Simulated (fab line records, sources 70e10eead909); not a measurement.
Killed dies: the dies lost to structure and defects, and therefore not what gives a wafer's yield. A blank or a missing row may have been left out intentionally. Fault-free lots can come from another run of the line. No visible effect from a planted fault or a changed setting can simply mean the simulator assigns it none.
What tool caused it? | flow nand_harc | 69 wafers from 23 lots sampled at 3 of the route's 1302 steps

== WHAT THE GAUGES READ, wafer by wafer ==
NHARC_P_CONTACT_OVL_MEAS_13.
lot  | measured     | on         | overlay_x_nm (nm) | overlay_y_nm (nm)
L074 | day 6 11:01  | overlay-02 | 2.1 1.9 2.1       | 0.4 0.7 0.6
L075 | day 6 11:40  | overlay-02 | -0.1 0.0 0.4      | -0.6 -1.2 -1.0
L076 | day 6 12:34  | overlay-01 | 0.2 0.8 0.4       | -0.4 -0.2 0.0
L077 | day 7 02:57  | overlay-01 | -1.2 -1.0 -1.7    | 0.4 0.2 0.2
L078 | day 7 13:14  | overlay-02 | 0.5 0.7 0.4       | -0.8 -1.6 -1.3
L079 | day 8 03:56  | overlay-02 | -0.3 -0.2 0.1     | 0.8 0.9 1.6
L080 | day 8 06:28  | overlay-01 | 0.2 0.1 0.3       | -0.7 -1.3 -0.5
L081 | day 9 03:19  | overlay-02 | 0.8 0.0 0.0       | -1.5 -1.2 -1.5
L082 | day 9 11:40  | overlay-01 | -0.1 0.6 0.6      | -0.7 -0.5 -0.6
L084 | day 9 16:44  | overlay-02 | 0.1 -0.1 -0.2     | 1.0 0.4 0.7
L083 | day 9 16:58  | overlay-01 | -0.3 0.4 0.5      | -1.2 -0.5 -0.7
L085 | day 10 09:01 | overlay-02 | 0.8 0.2 0.8       | -0.4 -0.3 -0.5
L086 | day 10 18:09 | overlay-01 | 1.3 1.0 0.5       | 0.7 -0.2 1.1
L088 | day 11 21:11 | overlay-01 | -0.1 -0.3 -0.2    | -0.5 -0.8 -1.0
L089 | day 11 22:14 | overlay-01 | 0.8 0.8 0.4       | 1.0 0.9 1.3
L087 | day 11 23:33 | overlay-01 | -0.2 -0.3 0.3     | -1.2 -1.4 -1.1
L091 | day 12 20:22 | overlay-01 | 0.5 0.4 0.4       | 0.2 -0.5 0.0
L092 | day 13 08:40 | overlay-01 | 1.3 1.1 0.9       | 0.9 1.1 0.8
L093 | day 13 14:37 | overlay-02 | -0.8 -0.3 -0.8    | -1.4 -1.6 -0.7
L094 | day 14 03:16 | overlay-01 | 0.7 1.2 0.7       | 0.3 0.7 0.2
L095 | day 14 17:53 | overlay-01 | -0.2 -0.5 -0.2    | 0.2 0.3 0.7
L096 | day 14 23:10 | overlay-01 | -0.4 -0.4 -1.0    | 1.1 0.3 1.1
L097 | day 15 07:33 | overlay-01 | 0.1 -0.3 -0.1     | 0.4 0.1 -0.4

NHARC_P_CONTACT_CD_MEAS_19.
lot  | measured     | on        | cd_nm (nm)
L074 | day 6 11:59  | cd_sem-03 | 89.0 89.8 87.0
L075 | day 6 12:38  | cd_sem-03 | 88.0 89.1 89.0
L076 | day 6 13:31  | cd_sem-01 | 88.7 90.2 88.4
L077 | day 7 03:55  | cd_sem-03 | 89.2 89.5 89.5
L078 | day 7 14:12  | cd_sem-01 | 88.0 90.3 90.8
L079 | day 8 04:55  | cd_sem-01 | 87.7 86.8 89.3
L080 | day 8 07:26  | cd_sem-02 | 87.6 90.8 86.8
L081 | day 9 04:17  | cd_sem-02 | 86.6 88.7 84.5
L082 | day 9 12:38  | cd_sem-02 | 89.8 91.1 91.3
L084 | day 9 17:42  | cd_sem-02 | 89.6 90.8 89.2
L083 | day 9 17:59  | cd_sem-01 | 92.9 89.2 91.3
L085 | day 10 10:00 | cd_sem-03 | 89.2 87.9 88.0
L086 | day 10 19:07 | cd_sem-03 | 89.5 88.7 90.6
L088 | day 11 22:10 | cd_sem-02 | 88.5 90.5 91.0
L089 | day 11 23:12 | cd_sem-03 | 90.9 89.0 90.1
L087 | day 12 00:34 | cd_sem-02 | 88.2 87.9 87.2
L091 | day 12 21:20 | cd_sem-01 | 87.3 89.6 87.5
L092 | day 13 09:46 | cd_sem-01 | 88.6 90.3 89.6
L093 | day 13 15:35 | cd_sem-02 | 88.4 87.5 87.8
L094 | day 14 04:14 | cd_sem-01 | 92.4 89.0 89.0
L095 | day 14 18:51 | cd_sem-02 | 86.0 89.1 92.1
L096 | day 15 00:08 | cd_sem-01 | 89.9 85.8 90.7
L097 | day 15 08:31 | cd_sem-02 | 88.1 85.7 91.0

== WHAT TOOL EACH LOT RAN ON (gives the tool, then ch and the chambers of the sampled wafers, and finally the start) ==
lot  | NHARC_P_CONTACT_ETCH_36
L074 | rie_diel-13 ch 0,3, day 6 11:59 or earlier
L075 | rie_diel-09 ch 0,3, day 6 12:38 or earlier
L076 | rie_diel-09 ch 1,3, day 6 13:31 or earlier
L077 | rie_diel-13 ch 1,2,3, day 7 03:55 or earlier
L078 | rie_diel-02 ch 0,1,2, day 7 14:12 or earlier
L079 | rie_diel-02 ch 0,1,2, day 8 04:55 or earlier
L080 | rie_diel-02 ch 1,2,3, day 8 07:26 or earlier
L081 | rie_diel-13 ch 1,2,3, day 9 04:17 or earlier
L082 | rie_diel-09 ch 2,3, day 9 12:38 or earlier
L084 | rie_diel-02 ch 0,2, day 9 17:42 or earlier
L083 | rie_diel-09 ch 0,2,3, day 9 17:59 or earlier
L085 | rie_diel-13 ch 0,2,3, day 10 10:00 or earlier
L086 | rie_diel-09 ch 0,1, day 10 19:07 or earlier
L088 | rie_diel-09 ch 0,1,2, day 11 22:10 or earlier
L089 | rie_diel-02 ch 0,1,2, day 11 23:12 or earlier
L087 | rie_diel-09 ch 1,2,3, day 12 00:34 or earlier
L091 | rie_diel-09 ch 0,1,3, day 12 21:20 or earlier
L092 | rie_diel-09 ch 2,3, day 13 09:46 or earlier
L093 | rie_diel-09 ch 0,2,3, day 13 15:35 or earlier
L094 | rie_diel-09 ch 0,1,2, day 14 04:14 or earlier
L095 | rie_diel-09 ch 0,1,2, day 14 18:51 or earlier
L096 | rie_diel-09 ch 1,2,3, day 15 00:08 or earlier
L097 | rie_diel-09 ch 1,2, day 15 08:31 or earlier
- NHARC_P_CONTACT_ETCH_36: etches the open film in N2/H2, target depth 260 nm, time 406.25 s.

== WHAT THE TOOLS THEMSELVES READ (means of the sampled wafers that have a number; where no wafer has one, the mark that the record gives instead) ==
NHARC_P_CONTACT_ETCH_36.
lot  | tool        | drypump_motor_current_A (A) | h2_flow_sccm (sccm) | oes_product_au (a.u.) | rf_fwd_power_W (W) | rf_vpp_V (V) | showerhead_plenum_p_Torr (Torr) | throttle_valve_pct (%)
L074 | rie_diel-13 | 5.9                         | 150.0               | 1.017                 | 399.1              | 428.6        | 1.98                            | 14.170
L075 | rie_diel-09 | 6.1                         | 149.4               | 0.998                 | 399.7              | 433.3        | 2.16                            | 14.177
L076 | rie_diel-09 | 6.2                         | 149.8               | 1.009                 | 399.4              | 432.2        | 2.08                            | 14.158
L077 | rie_diel-13 | 5.2                         | 149.7               | 0.998                 | 398.5              | 430.0        | 2.05                            | 14.172
L078 | rie_diel-02 | 5.5                         | 150.3               | 0.999                 | 398.8              | 432.5        | 2.13                            | 14.171
L079 | rie_diel-02 | 5.5                         | 149.7               | 1.003                 | 398.4              | 433.3        | 2.13                            | 14.170
L080 | rie_diel-02 | 5.6                         | 150.0               | 1.008                 | 398.7              | 432.8        | 2.11                            | 14.161
L081 | rie_diel-13 | 5.2                         | 149.8               | 1.015                 | 399.2              | 430.5        | 2.05                            | 14.169
L082 | rie_diel-09 | 5.8                         | 150.0               | 0.999                 | 397.5              | 430.2        | 2.05                            | 14.172
L084 | rie_diel-02 | 5.6                         | 150.6               | 1.004                 | 398.0              | 433.0        | 2.11                            | 14.174
L083 | rie_diel-09 | 5.8                         | 149.8               | 0.996                 | 399.9              | 432.2        | 2.09                            | 14.166
L085 | rie_diel-13 | 5.7                         | 149.9               | 0.995                 | 397.9              | 431.2        | 2.07                            | 14.182
L086 | rie_diel-09 | 6.2                         | 150.2               | 1.000                 | 398.4              | 434.0        | 2.15                            | 14.167
L088 | rie_diel-09 | 5.8                         | 149.9               | 1.002                 | 399.4              | 431.7        | 2.07                            | 14.167
L089 | rie_diel-02 | 5.5                         | 150.3               | 1.001                 | 398.8              | 433.8        | 2.13                            | 14.170
L087 | rie_diel-09 | 5.8                         | 150.1               | 1.002                 | 399.5              | 430.4        | 2.04                            | 14.169
L091 | rie_diel-09 | 6.1                         | 150.0               | 0.999                 | 400.2              | 433.3        | 2.11                            | 14.164
L092 | rie_diel-09 | 5.4                         | 149.8               | 1.008                 | 400.6              | 429.9        | 2.01                            | 14.172
L093 | rie_diel-09 | 5.8                         | 150.4               | 1.005                 | 400.3              | 431.7        | 2.09                            | 14.171
L094 | rie_diel-09 | 5.8                         | 149.9               | 0.995                 | 400.3              | 431.3        | 2.07                            | 14.171
L095 | rie_diel-09 | 5.8                         | 150.3               | 1.004                 | 399.7              | 431.1        | 2.07                            | 14.165
L096 | rie_diel-09 | 5.8                         | 150.4               | 0.993                 | 398.7              | 430.7        | 2.04                            | 14.164
L097 | rie_diel-09 | 5.5                         | 150.0               | 0.996                 | 398.9              | 430.0        | 2.00                            | 14.168

== THE ANSWER, worked out from the rows above alone ==
Rule: the usual values come from the lots themselves. Put in order of their means at a reading, lots are off if they are a third of the lots or fewer, leave a main group of 4 or more, and stand apart from it by a gap of 3 or more times the standard deviation of the main group's means; of several such gaps the widest counts. A main group is skipped when, at the precision printed for the reading in the tables above, its means are all equal. Also off: a lot with no number at a reading for which 4 or more lots have one. All remaining lots with rows at the step are treated as sound. Order of review: gauges by route order, followed by the tools' own readings, for which a lot's mean as printed above is used. At the first step where some lot is off, the reading lying furthest off is the one used; lots without a number count as furthest.
Nothing can be told from this: no lot is off at any reading shown.

== WHAT THE SIMULATOR PUT IN ==
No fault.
